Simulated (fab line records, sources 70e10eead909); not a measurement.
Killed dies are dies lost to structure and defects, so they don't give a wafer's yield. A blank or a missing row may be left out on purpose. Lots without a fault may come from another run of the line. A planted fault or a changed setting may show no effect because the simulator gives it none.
Chamber matching | flow nand_harc | NHARC_A_WL_FILL_STRIP_29 on rie_diel-03: 4 sister chambers
The step strips in O2, time 20 s. 20 wafers are shown with their chamber, then 10 later ones without.

WAFERS WITH THEIR CHAMBER
wafer  | chamber | drypump_motor_current_A (A) | oes_product_au (a.u.) | throttle_valve_pct (%)
L077.2 | 3       | 5.4                         | 0.994                 | 17.042
L077.4 | 1       | 6.3                         | 0.998                 | 17.037
L077.6 | 1       | 6.3                         | 1.004                 | 17.025
L076.2 | 0       | 5.3                         | 0.998                 | 17.045
L076.3 | 3       | 5.4                         | 0.994                 | 17.041
L076.5 | 2       | 5.8                         | 1.000                 | 17.032
L079.1 | 1       | 6.2                         | 1.003                 | 17.045
L079.3 | 3       | 5.4                         | 0.996                 | 17.036
L079.5 | 3       | 5.4                         | 0.988                 | 17.027
L082.1 | 3       | 5.4                         | 0.988                 | 17.038
L082.4 | 0       | 5.3                         | 1.004                 | 17.045
L082.5 | 3       | 5.4                         | 0.996                 | 17.040
L083.1 | 3       | 5.4                         | 0.995                 | 17.041
L083.5 | 1       | 6.2                         | 0.993                 | 17.034
L083.6 | 0       | 5.3                         | 1.007                 | 17.028
L085.1 | 2       | 5.8                         | 1.020                 | 17.019
L085.3 | 3       | 5.4                         | 0.985                 | 17.027
L085.6 | 3       | 5.4                         | 0.989                 | 17.039
L089.1 | 3       | 5.4                         | 0.997                 | 17.041
L089.3 | 1       | 6.3                         | 1.002                 | 17.034

SIGNATURES (means of the wafers above)
reading                 | chamber 0 | chamber 1 | chamber 2 | chamber 3 | scatter within a chamber
drypump_motor_current_A | 5.300     | 6.260     | 5.800     | 5.400     | 0.0274
oes_product_au          | 1.00300   | 1.00000   | 1.01000   | 0.99220   | 0.00552
throttle_valve_pct      | 17.03933  | 17.03500  | 17.02550  | 17.03720  | 0.00694
Rule: a wafer's distance from a chamber is the root of the sum, over the readings, of the square of ((its reading less the chamber's mean) divided by the reading's scatter). The wafer belongs to the nearest chamber; if the next one is less than 2 further off, it can't be placed. The scatter: the root of (the sum of the squares of (reading less its chamber's mean) over the shown wafers, divided by (wafers less chambers)).

WAFERS WITHOUT THEIR CHAMBER
wafer  | drypump_motor_current_A (A) | oes_product_au (a.u.) | throttle_valve_pct (%)
L089.6 | 5.4                         | 0.986                 | 17.017
L090.3 | 5.4                         | 0.992                 | 17.042
L090.4 | 5.9                         | 1.003                 | 17.052
L090.6 | 5.8                         | 1.000                 | 17.034
L095.2 | 6.2                         | 0.988                 | 17.054
L095.3 | 5.4                         | 0.992                 | 17.033
L095.6 | 5.3                         | 0.997                 | 17.031
L091.3 | 5.3                         | 1.006                 | 17.022
L091.5 | 6.3                         | 0.997                 | 17.022
L091.6 | 5.4                         | 0.998                 | 17.016

WHICH CHAMBER EACH WENT THROUGH
wafer  | from the rows above     | in truth
L089.6 | 3                       | 3
L090.3 | 3                       | 3
L090.4 | 2                       | 2
L090.6 | 2                       | 2
L095.2 | 1                       | 1
L095.3 | 3                       | 3
L095.6 | 0                       | 0
L091.3 | 0                       | 0
L091.5 | 1                       | 1
L091.6 | can't be placed: 3 or 0 | 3
Placed correctly: 9 of 10. Can't be placed from these rows: 1 (the true chamber is among the candidates in 1). Placed wrongly: 0.
